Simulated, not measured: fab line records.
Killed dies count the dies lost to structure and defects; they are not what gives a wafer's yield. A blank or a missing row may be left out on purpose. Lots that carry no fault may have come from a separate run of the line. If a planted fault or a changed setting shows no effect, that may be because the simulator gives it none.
fab line records	flow n5-finfet
record lots=9	wafers=27	last-day=17
route steps=1938 shown FIN_CUT@173 STI_FIN_REVEAL@183 BEOL_M4@1111 PASSIVATION@1936
lots with no fault: from the same line, run without faults
start-h: hours from the record's opening day to when the first of the lot's shown wafers began	wait-h: hours elapsed since this lot's preceding step	" as in the row above	L1.1+2: a single row standing in for several wafers	- value missing, or start not given	* or withheld: withheld	< > ~ a bound
route shown NAME@n: names a module that has steps shown in the file, with the first one's number in the route	usual: mean/standard deviation taken from wafers without a fault	same: alike in all rows	chamber/n: place in a boat	sites: the reading at each site	_std_site: their standard deviation	_edge_site: the outer-site mean with the inner-site mean subtracted	radius-mm: for every site, how far away it sits from the centre of the wafer	mask NAME#n: copy n	behind: the most recent tool/chamber to have shaped the wafer	hold: why the lot was held/for how many hours/how that ended	device: names the non-switching transistor (n, p or np)	end of line: at the end of the route, the tests of the same wafers	for a step that has no rows: nothing shown but its recipe	killed: dies that structure and defects cost at the first sort, which is not the same as the wafer's yield	map: a wafer's dies, x killed, . not, _ none there
set.NAME: the run value of the setting; set.NAME@STEP: its run value at that earlier step	model.NAME: the simulator's own value behind a step, which no gauge read
a sample of lots followed through the steps of the route, with each step as a table and each wafer as a row
services: a tool's chamber out of use, with start hour (start-h, from the record's first day; less than 0 if before it), hours out, and reason
## steps
# step N5_FIN_CUT_CUT_ETCH_26
# recipe chemistry=CH3F/O2	target=SiNx	target-depth-a=390	mask-material=SOC	time-s=55.7	pressure-mtorr=30	source-w=395	bias-w=73	Ar_flow_sccm=150	CH3F_flow_sccm=30	O2_flow_sccm=20	ion-energy-ev=120
# usual drypump-motor-current-A=5.7/0.52	oes-product-au=0.76/0.074	rf-vpp-V=293/6.8	showerhead-plenum-p-Torr=2.00/0.069	throttle-valve-pct=16.28/0.23
lot.wafer	tool	chamber	start-h	wait-h	drypump-motor-current-A	oes-product-au	rf-hours-counter-h	rf-vpp-V	showerhead-plenum-p-Torr	throttle-valve-pct
L435.1	rie-diel-06	2	50.79	0.0	6.2	0.67	248	291	1.98	16.91
L435.2	"	3	"	"	5.2	0.76	129	290	1.91	16.15
L435.4	"	2	"	"	6.1	0.67	-	290	1.98	16.92
L436.1	rie-diel-02	0	60.19	0.0	6.4	0.72	227	298	2.04	16.35
L436.3	"	3	"	"	6.5	0.72	152	288	2.01	16.38
L436.4	"	1	"	"	5.1	0.73	189	308	2.04	15.99
L438.2	rie-diel-06	3	71.09	0.0	5.2	0.76	136	290	1.91	16.20
L438.3	"	1	"	"	5.4	0.90	25	291	2.04	15.89
L438.6	"	3	"	"	5.2	0.76	-	290	1.91	16.17
L441.3	rie-diel-02	3	87.70	0.0	6.5	0.72	160	289	2.00	16.38
L441.4	"	1	"	"	5.0	0.72	198	308	2.04	16.01
L441.6	"	2	"	"	6.3	0.76	-	285	1.93	16.37
L443.1	rie-diel-04	3	100.46	0.0	5.9	0.69	208	292	1.90	16.36
L443.2	"	1	"	"	6.3	0.73	171	300	2.08	16.06
L443.6	"	1	"	"	6.3	0.73	-	299	2.08	16.09
L444.1	rie-diel-06	2	105.07	0.0	6.2	0.96	9	290	1.98	16.43
L444.5	"	2	"	"	6.2	0.95	-	290	1.98	16.43
L444.6	"	3	"	"	5.2	0.75	-	290	1.90	16.19
L446.3	rie-diel-06	3	117.90	0.0	5.2	0.75	152	291	1.90	16.22
L446.5	"	2	"	"	6.1	0.94	-	288	1.98	16.43
L446.6	"	1	"	"	5.4	0.87	-	293	2.03	15.89
L447.1	rie-diel-04	0	122.91	0.0	5.3	0.76	134	287	2.09	16.37
L447.4	"	1	"	"	6.2	0.73	179	301	2.08	16.11
L447.5	"	0	"	"	5.3	0.76	-	285	2.09	16.38
L448.2	rie-diel-04	3	128.84	0.0	5.9	0.68	218	292	1.89	16.40
L448.3	"	0	"	"	5.3	0.76	136	285	2.09	16.39
L448.5	"	0	"	"	5.3	0.75	-	286	2.09	16.38
# step N5_STI_FIN_REVEAL_ALD_00
# recipe material=SiO2	target-thk-a=10	temp-c=300	ald-precursor-family=BDEAS	ald-co-reactant=O2-plasma	pulse-time-s=1	pressure-torr=2
# usual chamber-pressure-Torr=2.000/0.0046	heater-power-outer-w=271/31	heater-power-w=475/50	precursor-pulse-height-rel=1.001/0.02
lot.wafer	tool	chamber	start-h	wait-h	chamber-pressure-Torr	heater-power-outer-w	heater-power-w	precursor-pulse-height-rel
L435.1	ald-sin-02	2	51.68	0.4	2.002	276	467	1.006
L435.2	"	0	"	"	1.993	301	542	0.995
L435.4	"	3	"	"	2.000	250	464	1.060
L436.1	ald-sin-04	1	60.86	0.1	1.996	245	470	0.981
L436.3	"	3	"	"	1.996	282	552	0.995
L436.4	"	2	"	"	2.001	263	431	1.032
L438.2	ald-sin-04	0	72.16	0.5	1.993	268	469	0.995
L438.3	"	3	"	"	2.000	291	551	0.997
L438.6	"	1	"	"	2.003	243	478	0.973
L441.3	ald-sin-04	0	88.27	0.1	1.999	270	472	0.969
L441.4	"	3	"	"	2.002	283	546	0.964
L441.6	"	0	"	"	2.007	263	478	0.998
L443.1	ald-sin-01	0	100.97	0.0	1.985	295	497	0.953
L443.2	"	1	"	"	1.997	315	532	1.034
L443.6	"	0	"	"	1.998	291	492	0.989
L444.1	ald-sin-01	2	105.62	0.0	1.995	223	375	1.001
L444.5	"	0	"	"	1.993	291	501	0.999
L444.6	"	1	"	"	2.001	326	534	0.988
L446.3	ald-sin-02	1	118.41	0.0	1.998	257	412	1.006
L446.5	"	2	"	"	2.002	266	445	1.023
L446.6	"	1	"	"	2.006	258	421	0.960
L447.1	ald-sin-02	1	123.52	0.1	-	-	-	-
L447.4	"	2	"	"	-	-	-	-
L447.5	"	1	"	"	-	-	-	-
L448.2	ald-sin-04	0	129.36	0.0	-	-	-	-
L448.3	"	2	"	"	-	-	-	-
L448.5	"	3	"	"	-	-	-	-
# step N5_STI_FIN_REVEAL_DENSIFY_30
# recipe temp-c=*	time-s=*	ambient=N2	idle-temp-c=600	ramp-up-c-per-s=150	ramp-down-c-per-s=60	cool-to-c=600
# usual lamp-power-pct=11.53/0.055	lamp_zone_6_pct=11.451/0.022	wafer_temp_C_max=*
lot.wafer	tool	chamber	start-h	wait-h	lamp-power-pct	lamp_zone_6_pct	wafer_temp_C_max
L435.1	rtp-anneal-01	0	57.69	0.0	11.54	11.463	*
L435.2	"	0	"	"	11.51	11.463	*
L435.4	"	0	"	"	11.55	11.441	*
L436.1	rtp-anneal-02	0	66.27	0.0	11.51	11.482	*
L436.3	"	0	"	"	11.54	11.480	*
L436.4	"	0	"	"	11.48	11.498	*
L438.2	rtp-anneal-01	0	77.60	0.1	11.62	11.445	*
L438.3	"	0	"	"	11.47	11.426	*
L438.6	"	0	"	"	11.49	11.500	*
L441.3	rtp-anneal-02	0	93.74	0.1	11.54	11.427	*
L441.4	"	0	"	"	11.62	11.466	*
L441.6	"	0	"	"	11.48	11.452	*
L443.1	rtp-anneal-01	0	106.41	0.0	11.45	11.420	*
L443.2	"	0	"	"	11.50	11.454	*
L443.6	"	0	"	"	11.57	11.430	*
L444.1	rtp-anneal-01	0	111.13	0.1	11.57	11.463	*
L444.5	"	0	"	"	11.57	11.471	*
L444.6	"	0	"	"	11.60	11.450	*
L446.3	rtp-anneal-02	0	123.98	0.2	11.52	11.402	*
L446.5	"	0	"	"	11.58	11.451	*
L446.6	"	0	"	"	11.59	11.455	*
L447.1	rtp-anneal-02	0	128.94	0.0	11.50	11.446	*
L447.4	"	0	"	"	11.47	11.456	*
L447.5	"	0	"	"	11.52	11.456	*
L448.2	rtp-anneal-02	0	137.36	0.1	11.58	11.405	*
L448.3	"	0	"	"	11.43	11.452	*
L448.5	"	0	"	"	11.55	11.443	*
# step N5_STI_FIN_REVEAL_ETCHBACK_08
# recipe chemistry=C4F6/O2	target=SiO2	target-depth-a=305	time-s=10.167	ion-energy-ev=250	pressure-mtorr=30	source-w=345	bias-w=185	Ar_flow_sccm=300	C4F6_flow_sccm=10	O2_flow_sccm=10
# usual drypump-motor-current-A=5.6/0.49	oes-product-au=0.74/0.073	rf-vpp-V=663/14	showerhead-plenum-p-Torr=2.84/0.088	throttle-valve-pct=21.11/0.2
lot.wafer	tool	chamber	start-h	wait-h	drypump-motor-current-A	oes-product-au	rf-hours-counter-h	rf-vpp-V	showerhead-plenum-p-Torr	throttle-valve-pct
L435.1	rie-diel-01	1	57.90	0.2	5.9	0.77	131	685	2.95	21.10
L435.2	"	3	"	"	5.7	0.68	220	673	2.81	21.07
L435.4	"	1	"	"	5.9	0.77	-	686	2.94	21.10
L436.1	rie-diel-05	3	66.48	0.2	4.8	0.75	153	663	2.96	21.09
L436.3	"	0	"	"	5.2	0.72	148	643	2.85	20.87
L436.4	"	2	"	"	6.2	0.75	158	639	2.75	21.46
L438.2	rie-diel-03	1	78.25	0.6	5.4	0.69	241	657	2.81	21.12
L438.3	"	0	"	"	5.2	0.71	229	659	2.74	21.43
L438.6	"	1	"	"	5.4	0.70	-	660	2.81	21.11
L441.3	rie-diel-03	3	94.06	0.3	6.5	0.80	93	655	2.74	21.30
L441.4	"	1	"	"	5.4	0.69	-	658	2.81	21.12
L441.6	"	3	"	"	6.5	0.80	-	656	2.74	21.33
L443.1	rie-diel-03	0	106.65	0.2	5.2	0.69	243	659	2.74	21.43
L443.2	"	2	"	"	4.8	0.70	219	654	2.80	21.07
L443.6	"	2	"	"	4.7	0.71	-	655	2.80	21.07
L444.1	rie-diel-01	3	111.38	0.2	5.7	0.65	244	674	2.80	21.12
L444.5	"	1	"	"	5.9	0.73	-	685	2.93	21.09
L444.6	"	0	"	"	6.0	0.70	-	680	2.93	21.07
L446.3	rie-diel-03	2	124.13	0.1	4.7	0.69	227	655	2.80	21.08
L446.5	"	3	"	"	6.4	0.77	-	655	2.74	21.33
L446.6	"	2	"	"	4.7	0.70	-	653	2.80	21.09
L447.1	rie-diel-03	3	129.15	0.2	6.4	0.77	111	654	2.74	21.32
L447.4	"	3	"	"	6.4	0.77	-	655	2.74	21.34
L447.5	"	2	"	"	4.7	0.70	-	653	2.80	21.08
L448.2	rie-diel-01	3	137.54	0.2	5.7	0.66	255	672	2.79	21.13
L448.3	"	0	"	"	6.0	0.71	193	681	2.92	21.09
L448.5	"	0	"	"	6.0	0.71	-	680	2.92	21.09
# step N5_BEOL_M4_RC_MEAS_101
# usual DIBL_N=37.0/2.3	DIBL_P=37.3/2.8	IOFF_N=0.17/0.046	IOFF_P=0.23/0.054	ION_N=675/14	ION_P=460/9.3	SS_N=71.7/0.73	SS_P=73.6/0.95	VT_N=249/3.9	VT_P=-250/3.9
lot.wafer	tool	chamber	start-h	wait-h	DIBL_N[mV/V]	DIBL_P[mV/V]	IOFF_N[nA/um]	IOFF_P[nA/um]	ION_N[uA/um]	ION_P[uA/um]	SS_N[mV/dec]	SS_P[mV/dec]	VT_N[mV]	VT_P[mV]
L435.1	prober-01	0	193.90	0.0	36.7	38.7	0.17	0.26	681	475	70.8	74.1	248	-247
L435.2	"	0	"	"	36.7	36.8	0.16	0.21	671	459	71.5	72.5	251	-251
L435.4	"	0	"	"	36.5	38.3	0.16	0.25	679	473	71.2	73.6	251	-247
L436.1	prober-01	0	201.22	0.0	36.5	38.2	0.19	0.25	691	469	72.1	73.1	246	-247
L436.3	"	0	"	"	34.8	36.0	0.14	0.21	653	455	71.9	71.4	251	-248
L436.4	"	0	"	"	40.1	43.2	0.28	0.37	701	483	72.7	74.5	242	-242
L438.2	prober-01	0	209.41	0.2	38.8	39.2	0.20	0.20	683	455	72.3	74.2	248	-256
L438.3	"	0	"	"	38.9	40.6	0.21	0.22	690	460	72.4	74.7	246	-253
L438.6	"	0	"	"	37.1	38.9	0.19	0.21	679	456	71.8	74.2	247	-255
L441.3	prober-01	0	225.68	0.3	34.9	32.9	0.14	0.19	681	474	71.4	73.1	250	-248
L441.4	"	0	"	"	34.1	32.0	0.11	0.18	654	455	71.5	72.2	257	-250
L441.6	"	0	"	"	34.6	33.9	0.12	0.20	669	466	71.9	72.5	254	-250
L443.1	prober-02	0	248.20	0.0	32.2	32.4	0.11	0.18	655	460	70.1	72.2	256	-253
L443.2	"	0	"	"	39.6	41.7	0.26	0.34	701	478	71.5	75.0	240	-244
L443.6	"	0	"	"	37.6	38.2	0.19	0.26	678	465	72.0	73.4	247	-245
L444.1	prober-02	0	250.89	0.0	36.1	38.2	0.19	0.28	668	459	71.0	74.4	243	-245
L444.5	"	0	"	"	33.9	34.1	0.14	0.21	673	458	70.5	72.7	251	-250
L444.6	"	0	"	"	37.1	38.5	0.23	0.30	694	469	71.8	74.5	241	-245
L446.3	prober-01	0	275.61	0.3	36.8	37.9	0.16	0.22	677	459	71.4	72.9	249	-250
L446.5	"	0	"	"	39.9	41.1	0.19	0.27	679	466	72.4	74.2	248	-249
L446.6	"	0	"	"	36.6	36.6	0.16	0.19	673	457	71.0	73.1	248	-252
L447.1	prober-01	0	285.46	0.0	39.3	41.4	0.23	0.26	687	465	72.8	74.4	246	-248
L447.4	"	0	"	"	41.2	44.0	0.28	0.32	704	470	73.7	75.4	241	-245
L447.5	"	0	"	"	36.0	36.5	0.16	0.19	681	456	71.7	73.3	248	-253
L448.2	prober-02	0	286.35	0.2	33.5	30.7	0.10	0.13	640	440	71.0	72.3	257	-258
L448.3	"	0	"	"	36.2	35.0	0.14	0.18	664	452	71.2	73.1	250	-254
L448.5	"	0	"	"	37.3	35.0	0.16	0.18	666	448	72.1	73.3	250	-253
# step N5_PASSIVATION_PROBE_49
# usual defect-limited-yield=91.5/1.3	killed_at_M0_to_M3=36/10	killed_at_M4_up=13/4.7	killed-at-contacts=13/6.7	killed-at-front-end=37/9.7	killed-at-other=2.6/2.3	killed-dies=101/15	killed-on-rim=14/4.3	killed-open=67/12	killed-short=32/6.7	sort_bin_4_leakage=0.0/0.31	sort_bin_5_function=5.0/0.89	sort_bin_6_memory=3.2/0.63	sort_bin_8_speed=0.01/0.03	sort-n-pass=1079/16	sort-yield-pct=91.4/1.4
# same gross-dies=1180	killed-at-back-side=0
lot.wafer	tool	chamber	start-h	wait-h	defect-limited-yield[%]	killed_at_M0_to_M3	killed_at_M4_up	killed-at-contacts	killed-at-front-end	killed-at-other	killed-dies	killed-on-rim	killed-open	killed-short	sort_bin_4_leakage[%]	sort_bin_5_function[%]	sort_bin_6_memory[%]	sort_bin_8_speed[%]	sort-n-pass	sort-yield-pct[%]
L436.1	prober-02	-	313.49	0.0	92.6	30	16	11	29	1	87	8	55	31	0	4.3	2.7	0	1093	92.6
L436.3	prober-02	-	313.59	0.1	91.7	45	2	9	39	3	98	14	59	34	0	5.1	3.0	0	1082	91.7
L436.4	prober-02	-	313.64	0.2	91.9	38	9	6	40	3	96	21	53	42	0.3	5.4	2.3	0	1081	91.6
L441.3	prober-02	-	343.10	0.1	93.1	33	9	4	32	4	82	9	52	29	0	4.7	1.9	0	1098	93.1
L441.4	prober-02	-	343.15	0.2	91.4	42	9	12	37	1	101	11	69	32	0	5.0	3.1	0	1079	91.4
L441.6	prober-02	-	343.25	0.3	91.2	45	11	9	35	4	104	12	62	40	0	5.1	3.1	0	1076	91.2
L443.1	prober-01	-	364.05	0.0	91.2	34	11	14	41	4	104	19	77	26	0	4.6	3.9	0	1076	91.2
L443.2	prober-01	-	364.10	0.1	92.5	25	19	6	38	1	89	13	56	31	0	4.2	3.1	0	1091	92.5
L443.6	prober-01	-	364.30	0.3	92.5	27	8	13	38	3	89	9	57	31	0	4.2	3.3	0	1091	92.5
L446.3	prober-01	-	383.21	0.1	88.6	46	27	12	45	4	134	22	88	46	0	6.7	4.3	0	1046	88.6
L446.5	prober-01	-	383.31	0.2	90.7	24	10	26	44	6	110	17	73	34	0	5.5	3.6	0	1070	90.7
L446.6	prober-01	-	383.36	0.3	91.2	30	19	16	31	8	104	15	62	40	0	4.2	4.1	0	1076	91.2
L448.2	prober-02	-	398.03	0.1	79.7	39	12	2	184	2	239	29	64	35	0	16.9	3.0	0.17	939	79.6
L448.3	prober-02	-	398.08	0.1	81.4	43	6	5	163	3	220	69	70	24	0	16.3	2.3	0	960	81.4
L448.5	prober-02	-	398.18	0.2	83.2	33	10	13	141	1	198	55	60	25	0	13.7	3.0	0	982	83.2
L447.1	prober-01	-	398.61	0.0	79.7	31	16	10	181	2	240	14	65	34	0	16.5	3.2	0	940	79.7
L447.4	prober-01	-	398.76	0.2	80.4	35	16	9	170	1	231	15	67	28	0	16.4	2.8	0	949	80.4
L447.5	prober-01	-	398.81	0.2	80.9	21	12	9	177	6	225	17	52	36	0	14.9	3.4	0	955	80.9
# killed by level:class
L436.1 BEOL_M0_SAQP:geometric-particle:short=16 MOL_CONTACT_COAG:geometric-particle:open=10 BEOL_M0_SAQP:geometric-particle:open=8 BEOL_M4:geometric-particle:open=5 BEOL_M6:geometric-particle:open=4 STI_FIN_REVEAL:geometric-particle:open=4 DUMMY_GATE:geometric-particle:short=4 DUMMY_GATE:geometric-particle:open=4
L436.3 BEOL_M0_SAQP:geometric-particle:open=13 BEOL_M0_SAQP:geometric-particle:short=12 BEOL_M3:geometric-particle:open=10 FIN_SAQP:geometric-particle:short=8 STI_FIN_REVEAL:geometric-particle:open=8 FIN_SAQP:geometric-particle:open=5 DUMMY_GATE:geometric-particle:open=5 MOL_CONTACT_COAG:geometric-particle:short=5
L436.4 BEOL_M0_SAQP:geometric-particle:short=15 BEOL_M0_SAQP:geometric-particle:open=13 STI_FIN_REVEAL:geometric-particle:open=9 DUMMY_GATE:geometric-particle:short=6 DUMMY_GATE:geometric-particle:open=5 MOL_CONTACT_COAG:geometric-particle:open=5 STARTING-WAFER:geometric-particle:open=4 BEOL_M2:geometric-particle:open=3
L441.3 BEOL_M2:geometric-particle:open=11 BEOL_M0_SAQP:geometric-particle:short=10 BEOL_M0_SAQP:geometric-particle:open=7 FIN_SAQP:geometric-particle:short=6 STI_FIN_REVEAL:geometric-particle:open=5 FIN_SAQP:geometric-particle:open=4 STARTING-WAFER:geometric-particle:open=4 GATE_CUT:geometric-particle:short=3
L441.4 BEOL_M0_SAQP:geometric-particle:short=14 MOL_CONTACT_COAG:geometric-particle:open=10 BEOL_M0_SAQP:geometric-particle:open=10 BEOL_M2:geometric-particle:open=10 FIN_SAQP:geometric-particle:open=9 STARTING-WAFER:geometric-particle:open=6 GATE_CUT:geometric-particle:open=5 FIN_SAQP:geometric-particle:short=4
L441.6 BEOL_M2:geometric-particle:open=13 BEOL_M0_SAQP:geometric-particle:short=12 FIN_SAQP:geometric-particle:open=8 BEOL_M0_SAQP:geometric-particle:open=8 FIN_SAQP:geometric-particle:short=6 MOL_CONTACT_COAG:geometric-particle:open=6 BEOL_M1:geometric-particle:open=6 STI_FIN_REVEAL:geometric-particle:open=5
L443.1 MOL_CONTACT_COAG:geometric-particle:open=14 BEOL_M1:geometric-particle:open=9 STI_FIN_REVEAL:geometric-particle:open=8 FIN_SAQP:geometric-particle:open=7 BEOL_M0_SAQP:geometric-particle:open=7 BEOL_M3:geometric-particle:open=7 FIN_SAQP:geometric-particle:short=6 GATE_CUT:geometric-particle:short=6
L443.2 BEOL_M4:geometric-particle:open=14 BEOL_M0_SAQP:geometric-particle:short=9 BEOL_M0_SAQP:geometric-particle:open=7 MOL_CONTACT_COAG:geometric-particle:open=6 STI_FIN_REVEAL:geometric-particle:open=6 STARTING-WAFER:geometric-particle:short=5 BEOL_M1:geometric-particle:open=5 STI_FIN_REVEAL:geometric-particle:short=4
L443.6 MOL_CONTACT_COAG:geometric-particle:open=11 BEOL_M0_SAQP:geometric-particle:short=10 FIN_SAQP:geometric-particle:open=8 FIN_SAQP:geometric-particle:short=7 STI_FIN_REVEAL:geometric-particle:open=7 BEOL_M0_SAQP:geometric-particle:open=7 BEOL_M1:geometric-particle:open=5 GATE_CUT:geometric-particle:open=4
L446.3 BEOL_M4:geometric-particle:open=16 FIN_SAQP:geometric-particle:open=13 BEOL_M0_SAQP:geometric-particle:short=13 FIN_SAQP:geometric-particle:short=12 BEOL_M0_SAQP:geometric-particle:open=11 MOL_CONTACT_COAG:geometric-particle:open=9 BEOL_M3:geometric-particle:open=7 STI_FIN_REVEAL:geometric-particle:open=5
L446.5 MOL_CONTACT_COAG:geometric-particle:open=20 FIN_SAQP:geometric-particle:short=15 FIN_SAQP:geometric-particle:open=14 BEOL_M3:geometric-particle:open=7 MOL_CONTACT_COAG:geometric-particle:short=6 BEOL_M0_SAQP:geometric-particle:open=6 BEOL_M4:geometric-particle:open=5 STI_FIN_REVEAL:geometric-particle:open=4
L446.6 MOL_CONTACT_COAG:geometric-particle:open=12 BEOL_M4:geometric-particle:open=10 FIN_SAQP:geometric-particle:open=9 FIN_SAQP:geometric-particle:short=8 BEOL_M0:geometric-particle:open=7 BEOL_M0_SAQP:geometric-particle:short=7 BEOL_M0_SAQP:geometric-particle:open=6 BEOL_M4:geometric-particle:short=5
L448.2 STI_FIN_REVEAL:area-ald=139 DUMMY_GATE:geometric-particle:open=8 STI_FIN_REVEAL:geometric-particle:open=7 BEOL_M0_SAQP:geometric-particle:short=7 BEOL_M2:geometric-particle:open=7 GATE_CUT:geometric-particle:short=6 BEOL_M3:geometric-particle:open=6 BEOL_M1:geometric-particle:open=6
L448.3 STI_FIN_REVEAL:area-ald=124 BEOL_M3:geometric-particle:open=13 FIN_SAQP:geometric-particle:open=10 GATE_CUT:geometric-particle:short=9 BEOL_M1:geometric-particle:open=8 DUMMY_GATE:geometric-particle:open=7 MOL_CONTACT_COAG:geometric-particle:open=5 BEOL_M2:geometric-particle:open=5
L448.5 STI_FIN_REVEAL:area-ald=113 MOL_CONTACT_COAG:geometric-particle:open=10 BEOL_M2:geometric-particle:open=8 FIN_SAQP:geometric-particle:open=5 FIN_SAQP:geometric-particle:short=5 BEOL_M0_SAQP:geometric-particle:open=5 BEOL_M1:geometric-particle:open=5 DUMMY_GATE:geometric-particle:open=4
L447.1 STI_FIN_REVEAL:area-ald=141 BEOL_M0_SAQP:geometric-particle:open=11 MOL_CONTACT_COAG:geometric-particle:open=9 BEOL_M0_SAQP:geometric-particle:short=9 BEOL_M4:geometric-particle:open=7 GATE_CUT:geometric-particle:short=6 BEOL_M1:geometric-particle:open=6 FIN_SAQP:geometric-particle:open=5
L447.4 STI_FIN_REVEAL:area-ald=135 BEOL_M2:geometric-particle:open=12 FIN_SAQP:geometric-particle:open=8 MOL_CONTACT_COAG:geometric-particle:open=8 FIN_SAQP:geometric-particle:short=7 STI_FIN_REVEAL:geometric-particle:open=7 BEOL_M1:geometric-particle:open=6 BEOL_M0_SAQP:geometric-particle:open=5
L447.5 STI_FIN_REVEAL:area-ald=133 FIN_SAQP:geometric-particle:open=12 FIN_SAQP:geometric-particle:short=8 BEOL_M0_SAQP:geometric-particle:short=6 STI_FIN_REVEAL:geometric-particle:open=5 GATE_CUT:geometric-particle:short=5 MOL_CONTACT_COAG:geometric-particle:open=5 MOL_CONTACT_COAG:geometric-particle:short=4
## services
tool	chamber	start-h	hours	kind
ald-sin-02	2	28.17	2.8	repair
ald-sin-01	2	31.94	4.7	repair
rie-diel-03	-	37.29	15.6	pm
ald-sin-01	-	47.57	0.2	repair
rie-diel-01	0	55.61	8.9	repair
rie-diel-02	-	56.31	0.1	repair
ald-sin-02	-	62.60	2.8	pm
rie-diel-03	2	62.77	34.7	repair
rie-diel-05	-	71.97	0.2	repair
ald-sin-04	1	74.84	3.9	repair
ald-sin-02	-	85.25	14.0	pm
rtp-anneal-02	-	87.14	3.7	pm
rie-diel-01	2	91.24	11.0	repair
rie-diel-05	1	93.44	4.1	repair
rie-diel-03	1	97.59	-	clean
rie-diel-03	1	97.59	-	consumable-replace:focus-ring
rie-diel-03	1	97.59	16.3	scheduled-down
rie-diel-03	1	97.59	16.3	vent-cycle
ald-sin-04	-	98.41	0.5	repair
rie-diel-04	2	105.53	3.5	repair
rie-diel-03	0	123.05	-	clean
rie-diel-03	0	123.05	-	consumable-replace:focus-ring
rie-diel-03	0	123.05	-	consumable-replace:showerhead
rie-diel-03	0	123.05	20.3	scheduled-down
## key
first-sign step=N5_STI_FIN_REVEAL_ALD_00	reading=tool-record	direction=missing
effect step=N5_PASSIVATION_PROBE_49	reading=killed-at-front-end	direction=up	sigmas=14	usual=37	struck=169
more-kills-born-at N5_STI_FIN_REVEAL_ALD_00@ald-sin-02=409	N5_STI_FIN_REVEAL_ALD_00@ald-sin-04=376
met-at N5_STI_FIN_REVEAL_ALD_00
struck-lots L447,L448
not-acting-at N5_FIN_CUT_CUT_ETCH_26,N5_STI_FIN_REVEAL_DENSIFY_30,N5_STI_FIN_REVEAL_ETCHBACK_08
onset-between 118.41 123.52
fault kind=skipped-step-whole	tool=ald-sin-02,ald-sin-04	chamber=-	onset-h=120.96	steps=N5_STI_FIN_REVEAL_ALD_00	scope=struck-lots-only
